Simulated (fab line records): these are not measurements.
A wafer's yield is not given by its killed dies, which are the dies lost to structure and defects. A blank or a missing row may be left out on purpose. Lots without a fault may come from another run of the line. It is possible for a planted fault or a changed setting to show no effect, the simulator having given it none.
fab line records	flow n5Finfet
[record] lots = 5	wafers = 15	lastDay = 18
route steps=1938 shown WELL_APT@51 PMOS_HMC_CHANNEL_EPI@57 BEOL_M4@1111 PASSIVATION@1936
lots that met no fault: from a run of the same line without faults
startH: hours from the record's first day to the start of the lot's first wafer shown	waitH: how many hours have passed since the lot's step before this one	" same as the row above	L1.1+2: one row covering several wafers at once	- no value, or no start was given	* or withheld: withheld	< > ~ a bound
route shown NAME@n: a module of which the file shows steps, and the number in the route of the first	usual: average and standard deviation across the fault-free wafers	same: alike in all rows	chamber/n: place in a boat	sites: each site's reading	_std_site: the values' standard deviation	_edge_site: inner sites' mean taken away from outer sites' mean	radiusMm: for every site, how far away it sits from the centre of the wafer	mask NAME#n: copy n	behind: tool/chamber where the wafer was last shaped	hold: why the lot was held/for how many hours/how that ended	device: names the non-switching transistor (n, p or np)	end of line: the tests these same wafers got at the end of their route	step lacking rows: just its recipe	killed: dies that structure and defects cost at the first sort, which is not the same as the wafer's yield	map: shows each die of a wafer: x if killed, . if not, _ if none is there
set.NAME: the setting the step ran with; set.NAME@STEP: the setting that earlier step ran with	model.NAME: the simulator's own value behind a step, which no gauge read
a table for each step, a row for each wafer; lots at some steps of the route
services: when a tool's chamber went out of use (startH, in hours from the record's first day, below 0 if earlier), for how many hours, and the reason
[[steps]]
[step N5_WELL_APT_OXIDE_STRIP_42]
[recipe] chemistry = dHF	dilution = 25:1	timeS = 45	tempC = 25	target = SiO2	targetDepthA = 120
[step N5_WELL_APT_PRECLEAN_36]
[recipe] chemistry = O3/DIW	timeS = 45	tempC = 22	o3Ppm = 10
[step N5_WELL_APT_PRECLEAN_39]
[recipe] chemistry = dHF	timeS = 60	dilution = 150:1	tempC = 25
[step N5_WELL_APT_SRD_37]
[recipe] dry = ipaMarangoni	doPpb = 5	timeS = 30	tempC = 23	rinseLiquid = diw
[step N5_WELL_APT_EPI_41]
[recipe] material = Si	targetThkA = 500	tempC = 650	precursor = SiH4/H2	pressureTorr = 20	timeS = 297.7
[usual] susceptor_temp_C_max = 651.4/0.45	throttleValvePct = 11.4/0.41
lot.wafer	tool	chamber	startH	waitH	susceptor_temp_C_max	throttleValvePct
L719.2	epiRpcvd-04	0	16.22	0.1	651.8	11.8
L719.3	"	0	"	"	652.1	11.5
L719.6	"	0	"	"	651.3	11.4
L720.1	epiRpcvd-02	0	22.41	0.0	651.7	11.6
L720.4	"	0	"	"	651.2	11.7
L720.5	"	0	"	"	651.7	11.7
L721.1	epiRpcvd-02	0	27.78	0.0	650.5	11.4
L721.3	"	0	"	"	651.5	11.3
L721.5	"	0	"	"	651.1	11.6
L734.4	epiRpcvd-04	0	106.50	0.3	651.5	11.9
L734.5	"	0	"	"	652.0	11.8
L734.6	"	0	"	"	651.4	11.6
L742.1	epiRpcvd-03	0	154.10	0.0	650.5	10.9
L742.4	"	0	"	"	650.1	10.9
L742.6	"	0	"	"	651.0	10.7
[step N5_WELL_APT_INSPECT_38]
[recipe] inspectInstrument = darkfield	mode = postEpi
[usual] rawDefectCount = 14/4.8
lot.wafer	tool	chamber	startH	waitH	rawDefectCount
L719.2	defectInspect-02	-	16.76	0.4	10
L719.3	"	-	"	"	14
L719.6	"	-	"	"	14
L720.1	defectInspect-02	-	23.24	0.7	12
L720.4	"	-	"	"	6
L720.5	"	-	"	"	11
L721.1	defectInspect-02	-	28.61	0.7	11
L721.3	"	-	"	"	24
L721.5	"	-	"	"	11
L734.4	defectInspect-01	-	106.84	0.2	13
L734.5	"	-	"	"	7
L734.6	"	-	"	"	14
L742.1	defectInspect-01	-	154.73	0.5	6
L742.4	"	-	"	"	14
L742.6	"	-	"	"	11
[step N5_PMOS_HMC_CHANNEL_EPI_HM_DEP_34]
[recipe] material = SiO2	targetThkA = 360	tempC = 400	precursor = TEOS/O2	pressureTorr = 6.5	rfW = 900	teosFlowSccm = 161.4	gas = O2	flowSccm = 2650	timeS = 6.9
[usual] heaterPowerOuterW = 336/72	heaterPowerW = 603/110	showerheadPlenumPTorr = 8.35/0.044	throttleValvePct = 18.8/1.2
lot.wafer	tool	chamber	startH	waitH	heaterPowerOuterW	heaterPowerW	showerheadPlenumPTorr	throttleValvePct
L719.2	pecvd-04	0	16.80	0.0	371	604	8.36	18.6
L719.3	"	2	"	"	344	575	8.33	17.2
L719.6	"	1	"	"	252	484	8.36	19.2
L720.1	pecvd-03	0	23.28	0.0	247	503	8.40	20.1
L720.4	"	0	"	"	243	507	8.41	19.6
L720.5	"	2	"	"	421	630	8.31	19.2
L721.1	pecvd-03	1	28.65	0.0	337	717	8.39	16.5
L721.3	"	0	"	"	270	530	8.42	20.0
L721.5	"	0	"	"	269	517	8.43	19.6
L734.4	pecvd-01	1	106.89	0.0	449	724	8.36	19.8
L734.5	"	0	"	"	244	514	8.34	19.3
L734.6	"	2	"	"	276	522	8.30	18.7
L742.1	pecvd-01	2	154.77	0.0	355	616	8.30	18.9
L742.4	"	0	"	"	301	594	8.36	19.5
L742.6	"	2	"	"	346	625	8.30	18.9
[step N5_PMOS_HMC_CHANNEL_EPI_COAT_31]
[recipe] resist = BARC	tempC = 205	timeS = 60	spinRpm = 1500	resistThkNm = 66
[step N5_PMOS_HMC_CHANNEL_EPI_COAT_03]
[recipe] resist = CAR-ArF-block	spinRpm = 1500	resistThkNm = 205
[step N5_PMOS_HMC_CHANNEL_EPI_EBR_05]
[recipe] solvent = PGMEA	ebrWidthMm = 1.5
[step N5_PMOS_HMC_CHANNEL_EPI_SOFTBAKE_04]
[recipe] tempC = 110	timeS = 60	resist = CAR-ArF-block
[step N5_PMOS_HMC_CHANNEL_EPI_EXPOSE_06]
[recipe] maskId = PMOS_HMC_BLK	na = 1.35	sourceShape = conventional	sigmaOuter = 0.8	polarization = unpolarized	targetCdNm = 240	doseMj = 41
[step N5_PMOS_HMC_CHANNEL_EPI_PEB_07]
[recipe] pebTempC = 110	pebTimeS = 60	resist = CAR-ArF-block
[usual] heaterPowerTotalW = 175.2/1.6
lot.wafer	tool	chamber	startH	waitH	heaterPowerTotalW
L719.2	lithoTrack-02	0	17.01	0.0	173.5
L719.3	"	0	"	"	176.4
L719.6	"	0	"	"	173.0
L720.1	lithoTrack-03	0	23.62	0.1	173.0
L720.4	"	0	"	"	177.4
L720.5	"	0	"	"	177.6
L721.1	lithoTrack-02	0	28.99	0.1	173.1
L721.3	"	0	"	"	174.2
L721.5	"	0	"	"	173.8
L734.4	lithoTrack-03	0	107.22	0.0	196.5
L734.5	"	0	"	"	173.0
L734.6	"	0	"	"	196.9
L742.1	lithoTrack-02	0	154.99	0.1	174.9
L742.4	"	0	"	"	173.0
L742.6	"	0	"	"	173.0
[step N5_PMOS_HMC_CHANNEL_EPI_DEVELOP_08]
[recipe] developTimeS = 30	developer = TMAH	resist = CAR-ArF-block	devTempC = 23	rinseLiquid = diw	dry = airSpin
[step N5_PMOS_HMC_CHANNEL_EPI_CD_MEAS_09]
[recipe] targetCdNm = 237.4	landingEnergyEv = 500	detector = seInlens
[usual] cdNm = 237.4/0.88
lot.wafer	tool	chamber	startH	waitH	cdNm
L719.2	cdSem-02	0	17.08	-	237.3
L719.3	"	0	"	"	237.0
L719.6	"	0	"	"	237.0
L720.1	cdSem-03	0	23.68	-	238.7
L720.4	"	0	"	"	237.8
L720.5	"	0	"	"	237.6
L721.1	cdSem-02	0	29.05	-	237.0
L721.3	"	0	"	"	235.3
L721.5	"	0	"	"	236.5
L734.4	cdSem-02	0	107.28	-	230.5
L734.5	"	0	"	"	238.0
L734.6	"	0	"	"	229.3
L742.1	cdSem-02	0	155.06	-	238.0
L742.4	"	0	"	"	237.5
L742.6	"	0	"	"	236.6
[step N5_PMOS_HMC_CHANNEL_EPI_OVL_MEAS_10]
[recipe] pointsPerWafer = 44
[usual] PMOS_HMC_BLK_OVL = 0.6/0.82
lot.wafer	tool	chamber	startH	waitH	PMOS_HMC_BLK_OVL[nm]
L719.2	overlay-02	0	17.11	0.0	0.8
L719.3	"	0	"	"	1.2
L719.6	"	0	"	"	1.0
L720.1	overlay-02	0	23.71	0.0	1.2
L720.4	"	0	"	"	1.3
L720.5	"	0	"	"	1.9
L721.1	overlay-02	0	29.08	0.0	1.1
L721.3	"	0	"	"	1.5
L721.5	"	0	"	"	0.7
L734.4	overlay-02	0	107.31	0.0	0.8
L734.5	"	0	"	"	0.4
L734.6	"	0	"	"	2.7
L742.1	overlay-01	0	155.09	0.0	0.3
L742.4	"	0	"	"	1.3
L742.6	"	0	"	"	0.8
[step N5_PMOS_HMC_CHANNEL_EPI_INSPECT_11]
[recipe] mode = adi	inspectInstrument = macro
[usual] rawDefectCount = 1.9/1.4
lot.wafer	tool	chamber	startH	waitH	rawDefectCount
L719.2	defectInspect-01	-	17.13	0.0	4
L719.3	"	-	"	"	2
L719.6	"	-	"	"	0
L720.1	defectInspect-02	-	23.74	0.0	1
L720.4	"	-	"	"	3
L720.5	"	-	"	"	0
L721.1	defectInspect-01	-	29.11	0.0	1
L721.3	"	-	"	"	0
L721.5	"	-	"	"	2
L734.4	defectInspect-01	-	107.34	0.0	5
L734.5	"	-	"	"	3
L734.6	"	-	"	"	5
L742.1	defectInspect-02	-	155.11	0.0	1
L742.4	"	-	"	"	0
L742.6	"	-	"	"	0
[step N5_PMOS_HMC_CHANNEL_EPI_DESCUM_14]
[recipe] chemistry = O2	timeS = 7.9	sourcePowerW = 50	biasPowerW = 20	pressureMtorr = 20	rfFrequencyHz = 2.712e+07	tempC = 40	resist = CAR-ArF-block	o2FlowSccm = 225
[usual] drypumpMotorCurrentA = 5.5/0.49	oesProductAu = 0.79/0.062	rfVppV = 242.8/1.6	showerheadPlenumPTorr = 2.06/0.081	throttleValvePct = 20.30/0.15
lot.wafer	tool	chamber	startH	waitH	drypumpMotorCurrentA	oesProductAu	rfHoursCounterH	rfVppV	showerheadPlenumPTorr	throttleValvePct	model.PMOS_HMC_CHANNEL_EPI.cdNm
L719.2	rieDiel-02	1	17.16	0.0	6.3	0.82	101	241.0	2.02	20.16	237.4
L719.3	"	3	"	"	5.9	0.82	92	243.6	2.12	20.30	236.9
L719.6	"	3	"	"	5.9	0.82	-	243.9	2.12	20.31	236.9
L720.1	rieDiel-02	1	23.77	0.0	6.3	0.82	103	241.6	2.02	20.18	238.4
L720.4	"	0	"	"	5.3	0.97	3	245.4	2.24	20.05	-
L720.5	"	2	"	"	5.1	0.79	-	241.5	2.01	20.21	237.6
L721.1	rieDiel-02	3	29.14	0.0	5.9	0.81	96	243.3	2.11	20.30	236.9
L721.3	"	0	"	"	5.2	0.97	4	244.6	2.24	20.06	235.5
L721.5	"	0	"	"	5.2	0.97	-	245.5	2.24	20.06	236.3
L734.4	rieDiel-06	0	107.41	0.1	5.5	0.74	138	244.2	2.09	20.65	230.3
L734.5	"	2	"	"	5.0	0.76	-	243.0	2.00	20.28	238.1
L734.6	"	3	"	"	5.6	0.70	-	242.9	1.99	20.30	229.3
L742.1	rieDiel-02	3	155.14	0.0	5.9	0.78	132	243.8	2.10	20.37	238.1
L742.4	"	1	"	"	6.2	0.78	142	241.3	2.01	20.22	237.5
L742.6	"	2	"	"	5.1	0.75	-	241.8	1.99	20.28	236.8
[step N5_PMOS_HMC_CHANNEL_EPI_ETCH_32]
[recipe] chemistry = N2/H2	target = BARC	stopOn = SiO2	targetDepthA = 858	overEtchFrac = 0.3	timeS = 50.3	ionEnergyEv = 200	maskMaterial = CAR-ArF-block	pressureMtorr = 30	sourceW = 840	biasW = 150	n2FlowSccm = 200	h2FlowSccm = 200
[usual] drypumpMotorCurrentA = 5.5/0.49	oesProductAu = 0.68/0.051	rfVppV = 523.0/2.6	showerheadPlenumPTorr = 2.51/0.095	throttleValvePct = 17.79/0.18
lot.wafer	tool	chamber	startH	waitH	drypumpMotorCurrentA	oesProductAu	rfHoursCounterH	rfVppV	showerheadPlenumPTorr	throttleValvePct
L719.2	rieDiel-02	1	17.20	0.0	6.3	0.71	101	521.5	2.46	17.67
L719.3	"	3	"	"	5.9	0.70	92	524.7	2.56	17.71
L719.6	"	3	"	"	5.9	0.70	-	525.7	2.56	17.70
L720.1	rieDiel-02	1	23.81	0.0	6.3	0.70	103	521.6	2.46	17.68
L720.4	"	0	"	"	5.3	0.82	3	528.6	2.72	17.54
L720.5	"	2	"	"	5.1	0.67	-	521.6	2.45	17.74
L721.1	rieDiel-02	3	29.18	0.0	5.9	0.70	96	523.5	2.56	17.70
L721.3	"	0	"	"	5.3	0.82	4	529.5	2.72	17.51
L721.5	"	0	"	"	5.3	0.82	-	528.5	2.72	17.53
L734.4	rieDiel-06	0	107.44	0.0	5.5	0.64	138	524.9	2.55	18.24
L734.5	"	2	"	"	5.0	0.65	-	521.7	2.45	17.81
L734.6	"	3	"	"	5.6	0.60	-	521.9	2.42	17.91
L742.1	rieDiel-02	3	155.18	0.0	5.9	0.67	132	523.7	2.55	17.75
L742.4	"	1	"	"	6.3	0.67	142	521.9	2.44	17.73
L742.6	"	2	"	"	5.1	0.65	-	521.9	2.43	17.80
[step N5_PMOS_HMC_CHANNEL_EPI_HM_OPEN_15]
[recipe] chemistry = CHF3/O2	target = SiO2	maskMaterial = CAR-ArF-block	targetDepthA = 406	CHF3_flow_sccm = 50	O2_flow_sccm = 5	Ar_flow_sccm = 200	timeS = 20.3	pressureMtorr = 30	sourceW = 650	biasW = 170	ionEnergyEv = 200
[usual] drypumpMotorCurrentA = 5.5/0.49	mfcArSccm = 200.0/0.68	oesProductAu = 0.79/0.063	rfVppV = 522/5.7	showerheadPlenumPTorr = 2.38/0.086	throttleValvePct = 18.79/0.19
lot.wafer	tool	chamber	startH	waitH	drypumpMotorCurrentA	mfcArSccm	oesProductAu	rfHoursCounterH	rfVppV	showerheadPlenumPTorr	throttleValvePct
L719.2	rieDiel-02	1	17.24	0.0	6.3	199.0	0.82	101	519	2.33	18.61
L719.3	"	3	"	"	5.8	198.9	0.83	92	527	2.43	18.77
L719.6	"	3	"	"	5.9	200.2	0.82	-	528	2.43	18.76
L720.1	rieDiel-02	1	23.85	0.0	6.3	200.6	0.82	103	520	2.33	18.61
L720.4	"	0	"	"	5.3	199.5	0.97	3	526	2.56	18.48
L720.5	"	2	"	"	5.1	201.0	0.79	-	521	2.33	18.76
L721.1	rieDiel-02	3	29.22	0.0	5.9	199.6	0.82	96	527	2.43	18.77
L721.3	"	0	"	"	5.3	199.2	0.95	4	528	2.56	18.46
L721.5	"	0	"	"	5.2	199.1	0.98	-	527	2.56	18.48
L734.4	rieDiel-06	0	107.48	0.0	5.5	200.4	0.75	138	534	2.42	19.19
L734.5	"	2	"	"	5.0	201.2	0.76	-	513	2.33	18.89
L734.6	"	3	"	"	5.6	200.7	0.68	-	519	2.29	18.81
L742.1	rieDiel-02	3	155.22	0.0	5.9	202.0	0.79	132	526	2.42	18.83
L742.4	"	1	"	"	6.3	199.3	0.78	142	519	2.31	18.68
L742.6	"	2	"	"	5.1	199.7	0.76	-	521	2.32	18.82
[step N5_PMOS_HMC_CHANNEL_EPI_STRIP_33]
[recipe] chemistry = N2/H2	powerW = 500	tempC = 40	pressureMtorr = 50	rfFrequencyHz = 6e+07	overashFraction = 0.3	biasPowerW = 8	h2Frac = 0.5	n2FlowSccm = 300	h2FlowSccm = 300
[step N5_PMOS_HMC_CHANNEL_EPI_STRIP_17]
[recipe] chemistry = SPM	timeS = 750	tempC = 130	h2so4H2o2VolRatio = 4	dry = ipaMarangoni
[step N5_PMOS_HMC_CHANNEL_EPI_ETCH_38]
[recipe] chemistry = CF4	target = SiO2	targetDepthA = 15	ionEnergyEv = 350	pressureMtorr = 10	icpW = 800	biasW = 400	cf4FlowSccm = 80
[usual] cf4FlowSccm = 79.99/0.24	drypumpMotorCurrentA = 5.7/0.4	oesProductAu = 1.000/0.017	throttleValvePct = 21.79/0.2
lot.wafer	tool	chamber	startH	waitH	cf4FlowSccm	drypumpMotorCurrentA	oesProductAu	rfHoursCounterH	throttleValvePct
L719.2	rieSi-04	1	17.62	0.0	80.08	5.6	1.017	13	22.04
L719.3	"	3	"	"	79.50	5.9	0.998	3	21.80
L719.6	"	1	"	"	80.02	5.5	1.012	-	22.05
L720.1	rieSi-01	0	24.23	0.0	79.94	5.8	1.009	17	21.87
L720.4	"	3	"	"	80.16	5.4	1.022	169	21.48
L720.5	"	1	"	"	79.94	6.0	0.991	-	21.70
L721.1	rieSi-04	3	29.60	0.0	79.79	5.8	0.988	3	21.80
L721.3	"	2	"	"	80.38	4.8	0.981	134	22.06
L721.5	"	1	"	"	79.69	5.5	1.015	-	22.04
L734.4	rieSi-03	3	107.85	0.0	80.28	5.8	1.018	170	21.81
L734.5	"	0	"	"	79.94	5.4	0.992	-	21.76
L734.6	"	3	"	"	79.90	5.8	1.007	-	21.80
L742.1	rieSi-03	0	155.59	0.0	80.11	5.4	0.993	172	21.75
L742.4	"	2	"	"	79.98	6.1	0.986	81	21.85
L742.6	"	0	"	"	80.03	5.4	0.996	-	21.76
[step N5_PMOS_HMC_CHANNEL_EPI_FIN_RECESS_16]
[recipe] chemistry = HBr/Cl2	target = Si	maskMaterial = SiO2	targetDepthA = 540	timeS = 18	pressureMtorr = 10	icpW = 800	biasW = 75	HBr_flow_sccm = 150	Cl2_flow_sccm = 80
[usual] drypumpMotorCurrentA = 5.7/0.4	oesProductAu = 0.999/0.017	throttleValvePct = 35.52/0.23
lot.wafer	tool	chamber	startH	waitH	drypumpMotorCurrentA	oesProductAu	rfHoursCounterH	throttleValvePct	model.PMOS_HMC_CHANNEL_EPI.cdNm
L719.2	rieSi-04	1	17.64	0.0	5.5	1.023	13	35.84	240
L719.3	"	3	"	"	5.8	0.991	3	35.58	239.2
L719.6	"	1	"	"	5.5	0.997	-	35.85	239.1
L720.1	rieSi-01	0	24.25	0.0	5.8	1.007	17	35.60	241.6
L720.4	"	3	"	"	5.4	1.025	169	35.17	241.3
L720.5	"	1	"	"	6.0	0.988	-	35.42	240.3
L721.1	rieSi-04	3	29.62	0.0	5.8	0.985	3	35.57	239.8
L721.3	"	2	"	"	4.8	0.976	134	35.75	238.7
L721.5	"	1	"	"	5.6	1.008	-	35.86	239.6
L734.4	rieSi-03	3	107.87	0.0	5.8	1.001	170	35.57	232.4
L734.5	"	0	"	"	5.4	0.988	-	35.31	241.2
L734.6	"	3	"	"	5.8	1.011	-	35.56	232
L742.1	rieSi-03	0	155.61	0.0	5.4	0.996	172	35.30	240.3
L742.4	"	2	"	"	6.1	0.983	81	35.68	239.7
L742.6	"	0	"	"	5.4	0.995	-	35.31	239.4
[step N5_PMOS_HMC_CHANNEL_EPI_PRECLEAN_36]
[recipe] chemistry = O3/DIW	timeS = 45	tempC = 22	o3Ppm = 10
[step N5_BEOL_M4_RC_MEAS_101]
[usual] DIBL_N = 36.5/1.4	DIBL_P = 36.9/1.7	IOFF_N = 0.163/0.023	IOFF_P = 0.22/0.032	ION_N = 673/9	ION_P = 462/7.5	SS_N = 71.6/0.54	SS_P = 73.4/0.62	VT_N = 249.8/2.8	VT_P = -250/3.5
lot.wafer	tool	chamber	startH	waitH	DIBL_N[mV/V]	DIBL_P[mV/V]	IOFF_N[nA/um]	IOFF_P[nA/um]	ION_N[uA/um]	ION_P[uA/um]	SS_N[mV/dec]	SS_P[mV/dec]	VT_N[mV]	VT_P[mV]
L719.2	prober-02	0	164.97	0.2	35.9	35.1	0.156	0.18	663	451	71.7	72.9	250.4	-252
L719.3	"	0	"	"	37.0	37.3	0.178	0.21	675	459	71.8	73.5	250.0	-251
L719.6	"	0	"	"	34.3	34.1	0.133	0.17	666	458	71.4	72.7	249.7	-252
L720.1	prober-01	0	167.14	0.0	36.8	38.2	0.177	0.25	682	471	71.9	74.2	249.3	-248
L720.4	"	0	"	"	36.7	37.7	0.171	0.24	671	459	72.5	72.9	248.2	-248
L720.5	"	0	"	"	36.8	37.4	0.170	0.23	666	459	71.6	73.5	250.0	-249
L721.1	prober-02	0	182.40	0.0	37.6	37.2	0.176	0.26	679	470	72.2	73.9	249.2	-246
L721.3	"	0	"	"	37.6	37.6	0.183	0.27	689	477	72.1	74.1	245.5	-243
L721.5	"	0	"	"	37.1	37.0	0.169	0.27	670	468	71.8	73.5	247.0	-248
L734.4	prober-01	0	251.01	0.5	36.0	36.3	0.151	0.20	684	466	71.3	73.4	250.4	-251
L734.5	"	0	"	"	37.1	37.4	0.179	0.22	689	470	71.8	73.4	247.2	-250
L734.6	"	0	"	"	37.4	38.5	0.187	0.25	678	468	71.8	74.0	247.0	-248
L742.1	prober-02	0	303.67	0.0	36.8	35.8	0.174	0.24	670	468	71.3	73.7	247.3	-249
L742.4	"	0	"	"	36.5	34.9	0.172	0.23	662	455	72.4	73.5	248.9	-249
L742.6	"	0	"	"	35.4	34.1	0.147	0.22	671	462	71.2	72.8	249.3	-249
[step N5_PASSIVATION_PROBE_49]
[usual] defectLimitedYield = 91.2/1.4	killed_at_M0_to_M3 = 35/11	killed_at_M4_up = 12/4.2	killedAtContacts = 13/5.6	killedAtFrontEnd = 40/12	killedAtOther = 3.3/2.6	killedDies = 103/17	killedOpen = 68/12	killedShort = 34/7.6	sort_bin_5_function = 5.1/0.95	sort_bin_6_memory = 3.3/0.68	sortNPass = 1077/17	sortYieldPct = 91.2/1.4
[same] grossDies = 1180	killedAtBackSide = 0	sort_bin_4_leakage[%] = 0	sort_bin_8_speed[%] = 0
lot.wafer	tool	chamber	startH	waitH	defectLimitedYield[%]	killed_at_M0_to_M3	killed_at_M4_up	killedAtContacts	killedAtFrontEnd	killedAtOther	killedDies	killedOpen	killedShort	sort_bin_5_function[%]	sort_bin_6_memory[%]	sortNPass	sortYieldPct[%]
L734.6	prober-01	-	349.38	0.3	90.3	59	13	3	36	3	114	60	52	4.6	4.2	1066	90.3
// killed by level:class
L734.6 BEOL_M0_SAQP:geometricParticle:short=19 BEOL_M1:geometricParticle:open=11 BEOL_M0_SAQP:geometricParticle:open=9 STI_FIN_REVEAL:geometricParticle:open=7 BEOL_M4:geometricParticle:open=7 FIN_SAQP:geometricParticle:short=6 BEOL_M1:geometricParticle:short=6 BEOL_M3:geometricParticle:open=6
[[services]]
tool	chamber	startH	hours	kind
rieDiel-02	0	-2.56	-	clean
rieDiel-02	0	-2.56	-	consumableReplace:focusRing
rieDiel-02	0	-2.56	-	consumableReplace:showerhead
rieDiel-02	0	-2.56	16.5	scheduledDown
rieDiel-02	0	-2.56	16.5	ventCycle
pecvd-01	-	0.26	6.0	pm
rieSi-04	2	15.35	3.9	repair
epiRpcvd-04	-	23.74	4.3	pm
epiRpcvd-04	-	31.39	14.6	pm
rieSi-03	2	34.06	17.5	repair
pecvd-03	0	36.80	2.1	scheduledDown
rieSi-03	-	55.66	4.0	pm
epiRpcvd-04	-	61.62	1.0	repair
rieSi-01	1	63.56	5.6	repair
pecvd-01	-	70.01	5.5	pm
rieSi-04	1	72.76	8.3	repair
epiRpcvd-04	-	74.31	0.9	repair
lithoTrack-02	-	96.45	-	consumableReplace:filter
rieDiel-02	0	100.79	3.5	repair
rieDiel-02	0	104.59	9.6	repair
epiRpcvd-02	-	111.61	8.1	pm
rieSi-04	0	117.91	1.8	repair
rieDiel-02	3	125.78	8.9	repair
epiRpcvd-02	-	126.77	14.6	pm
[[key]]
[firstSign] step = N5_PMOS_HMC_CHANNEL_EPI_PEB_07	reading = heaterPowerTotalW	direction = up	sigmas = 13	usual = *	struck = *
[effect] step = N5_PMOS_HMC_CHANNEL_EPI_CD_MEAS_09	reading = cdNm	direction = down	sigmas = 8.5	usual = 237.4	struck = 229.9
[modelEffect] step = N5_PMOS_HMC_CHANNEL_EPI_DESCUM_14	value = PMOS_HMC_CHANNEL_EPI.cdNm	without = 238.2	struck = 229.8
[modelEffect] step = N5_PMOS_HMC_CHANNEL_EPI_FIN_RECESS_16	value = PMOS_HMC_CHANNEL_EPI.cdNm	without = 240.6	struck = 232.2
metAt N5_PMOS_HMC_CHANNEL_EPI_PEB_07
struckWafers L734.4,L734.6
onsetBetween 23.62 107.22
[fault] kind = processParameterDrift	tool = lithoTrack-03	chamber = -	onsetH = 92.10	steps = N5_PMOS_HMC_CHANNEL_EPI_PEB_07	channel = pebTimeS	offset = *	shape = step	endH = 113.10	scope = struckWafersOnly	actsIn = *	stated = *
